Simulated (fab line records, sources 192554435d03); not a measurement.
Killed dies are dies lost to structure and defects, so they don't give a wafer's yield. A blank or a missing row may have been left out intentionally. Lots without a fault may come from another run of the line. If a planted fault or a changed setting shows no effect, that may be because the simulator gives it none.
A single fault, viewed from 2 desks + flow n5Finfet + each desk has only its own numbers; what lay behind them comes last

## AT THE TOOL OWNER'S DESK: rieDiel-04
The tool's own readings at N5_BEOL_M1_ETCH_70 (etches SOC in N2/H2, target depth 80 nm, overetch 16 nm, time 120 s): means of the sampled wafers that have a number, for each lot that ran on this tool. The brackets show how far a lot's mean lies from the usual mean; more than 4 standard deviations puts the lot out of limits, marked OUT.
Columns: A = biasW at N5_BEOL_M1_ETCH_70, usual 150.1 W; B = drypumpMotorCurrentA at N5_BEOL_M1_ETCH_70, usual 5.8 A; C = oesProductAu at N5_BEOL_M1_ETCH_70, usual 0.57 a.u.; D = rfVppV at N5_BEOL_M1_ETCH_70, usual 523.7 V; E = runLengthS at N5_BEOL_M1_ETCH_70, usual 143.5 s; F = showerheadPlenumPTorr at N5_BEOL_M1_ETCH_70, usual 2.54 Torr; G = throttleValvePct at N5_BEOL_M1_ETCH_70, usual 17.94 %
| lot  | first seen here | A     | B   | C    | D     | E               | F    | G     |
|------|-----------------|-------|-----|------|-------|-----------------|------|-------|
| L574 | day 7 00:28     | 150.4 | 5.8 | 0.56 | 523.7 | 143.7           | 2.53 | 17.92 |
| L577 | day 7 22:20     | 149.6 | 5.9 | 0.57 | 522.2 | 143.5           | 2.49 | 18.00 |
| L587 | day 10 14:15    | -     | 5.6 | 0.77 | 527.7 | 128.1 (-32) OUT | 2.67 | 17.80 |
| L591 | day 11 10:18    | -     | 5.8 | 0.64 | 525.0 | 127.8 (-32) OUT | 2.57 | 17.87 |
This desk's finding: out of limits on L587, L591; first on L587, day 10 14:15 (runLengthS at N5_BEOL_M1_ETCH_70). L574, L577: within limits.

## METROLOGY DESK
Means of the sampled wafers that have a number, per lot and without regard to the tool the lot ran on: this is what the gauges read. The brackets show how far a lot's mean lies from the usual mean; more than 4 standard deviations puts the lot out of limits, marked OUT. Readings shown: 7 of its 11, picked as those furthest out on some lot.
Columns: A = trenchDepthNm at N5_BEOL_M1_OCD_MEAS_38, usual 55.0 nm; B = IOFF_N at N5_BEOL_M4_RC_MEAS_101, usual 0.157 nA/um; C = IOFF_P at N5_BEOL_M4_RC_MEAS_101, usual 0.22 nA/um; D = ION_N at N5_BEOL_M4_RC_MEAS_101, usual 675 uA/um; E = SS_P at N5_BEOL_M4_RC_MEAS_101, usual 73.3 mV/dec; F = VT_N at N5_BEOL_M4_RC_MEAS_101, usual 249.8 mV; G = VT_P at N5_BEOL_M4_RC_MEAS_101, usual -249 mV
| lot  | first seen here | A    | B     | C    | D   | E    | F     | G    |
|------|-----------------|------|-------|------|-----|------|-------|------|
| L574 | day 7 00:49     | 55.3 | 0.132 | 0.17 | 665 | 72.1 | 252.3 | -254 |
| L576 | day 7 07:41     | 54.4 | 0.176 | 0.24 | 690 | 73.0 | 248.1 | -248 |
| L575 | day 7 17:18     | 54.7 | 0.153 | 0.21 | 680 | 73.3 | 250.7 | -250 |
| L577 | day 7 22:41     | 55.7 | 0.168 | 0.22 | 677 | 73.0 | 248.2 | -251 |
| L580 | day 9 10:28     | 54.1 | 0.170 | 0.24 | 681 | 73.5 | 248.8 | -246 |
| L584 | day 9 16:20     | 54.9 | 0.176 | 0.24 | 679 | 73.4 | 248.5 | -246 |
| L587 | day 10 14:37    | 56.2 | 0.141 | 0.21 | 672 | 72.4 | 253.1 | -249 |
| L591 | day 11 10:39    | 54.1 | 0.127 | 0.18 | 657 | 73.0 | 254.3 | -251 |
| L594 | day 11 19:56    | 55.4 | 0.166 | 0.26 | 672 | 73.7 | 247.6 | -246 |
| L595 | day 12 04:16    | 54.7 | 0.171 | 0.28 | 679 | 73.6 | 249.3 | -244 |
Finding of this desk: none of the 10 lots has anything out of limits.

## TAKEN TOGETHER
The tool owner's desk had the chance to raise an alarm at day 10 14:15 on L587, L591.
From the metrology desk's view, nothing was out of limits.
The metrology desk has L587, L591 on record, within its limits.
Of the lots named, all ran N5_BEOL_M1_ETCH_70 on rieDiel-04.

## WHAT THE SIMULATOR PUT IN
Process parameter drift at N5_BEOL_M1_ETCH_70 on rieDiel-04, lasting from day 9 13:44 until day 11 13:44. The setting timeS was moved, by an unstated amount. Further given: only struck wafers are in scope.
Struck lots among those shown: L587, L591.
Hours from the fault's start to each desk's first reading out of limits: the tool owner's desk, 25.
